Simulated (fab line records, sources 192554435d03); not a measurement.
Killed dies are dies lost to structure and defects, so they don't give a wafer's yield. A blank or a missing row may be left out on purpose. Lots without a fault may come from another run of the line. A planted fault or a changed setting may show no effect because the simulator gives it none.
Problem report in the 8D (eight disciplines) form, filled by code | flow n5_finfet | the parts of the form that need people (team, actions taken, sign-off) are left out

1. THE PROBLEM
trench_depth_nm at N5_BEOL_M6_OCD_MEAS_38 reads a mean of 10.0 nm on 1 wafer of 1 lot; wafers without a fault read 94.6 nm with a standard deviation of 2. That is -42 standard deviations from the usual mean.
First seen on wafer L258.4, day 13 04:06, on ocd-02. The record holds 23 wafers of 8 lots with a number at this step. Rule for "out", or "out of limits": more than 4 standard deviations from the usual mean. The other wafers with a number count as sound.

2. WHAT IT IS AND WHAT IT IS NOT
question                    | is                | is not
which readings at this step | trench_depth_nm   | -
which lots                  | L258              | L241, L242, L246, L247, L251, L259, L262
which wafers of those lots  | L258.4            | L258.5
read on which gauges        | ocd-02            | ocd-01
when                        | from day 13 04:06 | up to then (16 sound wafers); but 6 sound wafers of L259, L262 came after

3. SUSPECTS, AND WHAT RULES EACH OUT
Counting: a tool at a process step up to the reading stays a suspect if it ran every lot that is out. Sound lots after the first of them don't rule it out here, since some wafers of a struck lot are sound.
- the gauge at N5_BEOL_M6_OCD_MEAS_38: ruled out. All the wafers that are out were read on ocd-02, but those of them that N5_BEOL_M6_VIA_ETCH_34 has rows for are out there too, on other tools.
- rie_diel-05 at N5_BEOL_M6_ETCH_62 (etches SOC in N2/H2, target depth 110 nm, overetch 22 nm, time 165 s): kept. It ran the lot that is out, L258 (day 13 02:52); its last sound lot up to then is L251 (day 12 07:54).
- rie_diel-05 at N5_BEOL_M6_STRIP_19 (strips in O2): kept. It ran the lot that is out, L258 (day 13 03:10).
- rie_diel-06 at N5_BEOL_M6_VIA_ETCH_34 (etches SiCOH lowk in C4F6/O2, target depth 126.3 nm, time 50.9 s): kept. It ran the lot that is out, L258 (day 13 03:51); its last sound lot up to then is L251 (day 12 10:12). Its own readings are out on those wafers: oes_product_au.
- Within rie_diel-05 at N5_BEOL_M6_ETCH_62: the wafers that are out ran in chamber 0; their sound lot-mates ran in chamber 2.
- Within rie_diel-05 at N5_BEOL_M6_STRIP_19: the wafers that are out ran in chamber 0; their sound lot-mates ran in chamber 1.
- Within rie_diel-06 at N5_BEOL_M6_VIA_ETCH_34: the wafers that are out ran in chamber 0; their sound lot-mates ran in chamber 3.
Left after counting: rie_diel-05 at N5_BEOL_M6_ETCH_62, rie_diel-05 at N5_BEOL_M6_STRIP_19, rie_diel-06 at N5_BEOL_M6_VIA_ETCH_34.

4. THE CAUSE (what the simulator had put in)
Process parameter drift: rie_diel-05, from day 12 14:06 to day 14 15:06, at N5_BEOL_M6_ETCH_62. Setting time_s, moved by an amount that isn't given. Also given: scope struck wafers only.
Counting left 3 suspects, and this tool is among them.

5. THE CHAIN OF EFFECTS, in route order
Each row: a reading whose mean over the struck wafers that have a number lies more than 3 standard deviations from the usual. Only readings for which the record gives a usual standard deviation are gone through. hours: the time from each lot's start at the first step in this table that gives one to its start at this step, as a median over the lots. sigmas: the change in usual standard deviations.
hours | step                    | reading              | usual     | on struck wafers | change | sigmas
0     | N5_BEOL_M6_VIA_ETCH_34  | oes_product_au       | 0.77 a.u. | 0.40             | -0.37  | -5.0
0     | N5_BEOL_M6_OCD_MEAS_38  | trench_depth_nm      | 94.6 nm   | 10.0             | -84.6  | -42
85    | N5_PASSIVATION_PROBE_49 | defect_limited_yield | 91.6 %    | 11.4             | -80.2  | -67
85    | N5_PASSIVATION_PROBE_49 | killed_at_M4_up      | 13        | 920              | +907   | +99 or more
85    | N5_PASSIVATION_PROBE_49 | killed_dies          | 99        | 1045             | +946   | +63
85    | N5_PASSIVATION_PROBE_49 | killed_on_rim        | 13        | 106              | +93    | +26
85    | N5_PASSIVATION_PROBE_49 | killed_short         | 32        | 56               | +24    | +3.2
85    | N5_PASSIVATION_PROBE_49 | sort_bin_5_function  | 4.9 %     | 83.0             | +78.1  | +99 or more
85    | N5_PASSIVATION_PROBE_49 | sort_n_pass          | 1081      | 135              | -946   | -63
85    | N5_PASSIVATION_PROBE_49 | sort_yield_pct       | 91.6 %    | 11.4             | -80.2  | -67
The process steps in it:
- N5_BEOL_M6_VIA_ETCH_34: etches SiCOH lowk in C4F6/O2, target depth 126.3 nm, time 50.9 s.
- N5_PASSIVATION_PROBE_49
Readings that are blank on the struck wafers while sound wafers have them: cd_nm at N5_BEOL_M6_CD_MEAS_18; cd_nm at N5_BEOL_M6_CD_MEAS_35.

6. WHAT WOULD HAVE CAUGHT IT SOONER
In this record the first reading out of limits at a measuring or inspecting step was taken at day 13 04:06, 14 hours after the fault began at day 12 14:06.
Between N5_BEOL_M6_ETCH_62 and N5_BEOL_M6_OCD_MEAS_38, N5_BEOL_M6_CD_MEAS_18 gave no cd_nm on the struck wafers, where sound wafers have one: a measuring or inspecting step that comes back empty is itself a sign.
Of the tool readings at N5_BEOL_M6_ETCH_62 for which the record gives a usual standard deviation, none was out on any struck wafer, so an alarm limit of 4 standard deviations on them would not have fired.
All the lots that are out (1) had begun N5_BEOL_M6_ETCH_62 on rie_diel-05 by day 13 04:06. A hold on the tool at that time would have spared none of them.
